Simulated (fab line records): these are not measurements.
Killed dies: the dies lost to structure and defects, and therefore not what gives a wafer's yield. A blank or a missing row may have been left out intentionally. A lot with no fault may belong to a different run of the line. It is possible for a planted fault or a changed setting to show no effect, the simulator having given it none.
Chamber matching	flow n5_finfet	pecvd-01 running N5_FIN_SAQP_PECVD_47: 3 sister chambers
The step deposits a-Si from SiH4/He, target thk 45 nm, time 36.3 s. 3 wafers are shown with their chamber, then 8 later ones without.

EACH WAFER AND ITS CHAMBER
wafer	chamber	showerhead_plenum_p_Torr (Torr)
L083.5	1	5.66
L084.5	2	5.59
L086.1	0	5.76

WAFERS WHOSE CHAMBER IS MISSING
wafer	showerhead_plenum_p_Torr (Torr)
L086.2	5.60
L086.3	5.67
L087.1	5.76
L087.2	5.58
L087.5	5.66
L089.1	5.60
L089.4	5.68
L089.6	5.59

CHAMBER TAKEN BY EACH
wafer	from the rows above	in truth
L086.2	2	2
L086.3	1	1
L087.1	0	0
L087.2	2	2
L087.5	1	1
L089.1	2	2
L089.4	1	1
L089.6	2	2
8 of 8 placed correctly. From these rows, 0 cannot be placed. Placed wrongly: 0.
How it was worked out, from the rows above alone: a wafer's distance from a chamber is the root of the sum, over the readings, of the square of ((its reading less the chamber's mean) divided by the reading's scatter). The wafer belongs to the nearest chamber; if the next one is less than 2 further off, it can't be placed. For every chamber, the mean is computed from those of its wafers that are shown. The scatter: with one shown wafer a chamber, the root of the mean of the squares of how far each hidden wafer lies from its nearest shown one.
